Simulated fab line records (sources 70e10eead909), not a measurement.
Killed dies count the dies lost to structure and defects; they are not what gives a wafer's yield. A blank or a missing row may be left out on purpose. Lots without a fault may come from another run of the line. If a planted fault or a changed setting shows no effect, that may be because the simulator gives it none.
Chamber matching | flow nand harc | 4 sister chambers for NHARC_A_STAIRCASE_CMP_152 on cmp-03
The step polishes. 14 wafers are shown with their chamber, then 7 later ones without.

== WAFERS PAIRED WITH THEIR CHAMBERS ==
wafer  | chamber | motor current A (A)
L074.3 | 2       | 11.6
L074.4 | 0       | 10.1
L074.5 | 2       | 11.2
L077.2 | 1       | 11.7
L077.3 | 3       | 13.4
L077.4 | 2       | 11.7
L081.2 | 0       | 11.1
L081.3 | 2       | 11.4
L081.6 | 1       | 12.0
L082.2 | 1       | 12.4
L082.3 | 3       | 13.7
L082.5 | 2       | 10.5
L084.2 | 0       | 10.9
L084.3 | 3       | 13.9

SIGNATURES, as means of the wafers listed above
reading         | chamber 0 | chamber 1 | chamber 2 | chamber 3 | scatter within a chamber
motor current A | 10.700    | 12.033    | 11.280    | 13.667    | 0.429
Rule: distance of a wafer from a chamber = root of the sum over the readings of ((wafer's reading minus chamber's mean) / reading's scatter) squared. The wafer belongs to the nearest chamber; if the next one is less than 2 further off, it can't be placed. How the scatter is found: for the shown wafers, subtract from each reading the mean of its chamber, square and add these, divide the total by (wafers less chambers), then take the root.

== WAFERS WITHOUT THEIR CHAMBER ==
wafer  | motor current A (A)
L084.5 | 11.8
L087.1 | 11.3
L087.4 | 10.4
L087.5 | 10.9
L092.2 | 10.9
L092.5 | 12.3
L092.6 | 11.3

== THE CHAMBER EACH PASSED THROUGH ==
wafer  | from the rows above          | in truth
L084.5 | can't be placed: 1 or 2      | 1
L087.1 | can't be placed: 2 or 0 or 1 | 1
L087.4 | can't be placed: 0 or 2      | 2
L087.5 | can't be placed: 0 or 2      | 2
L092.2 | can't be placed: 0 or 2      | 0
L092.5 | can't be placed: 1 or 2      | 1
L092.6 | can't be placed: 2 or 0 or 1 | 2
Correctly placed: 0 of 7. Cannot be placed on the basis of these rows: 7; the candidates contain the true chamber in 7. Number placed wrongly: 0.
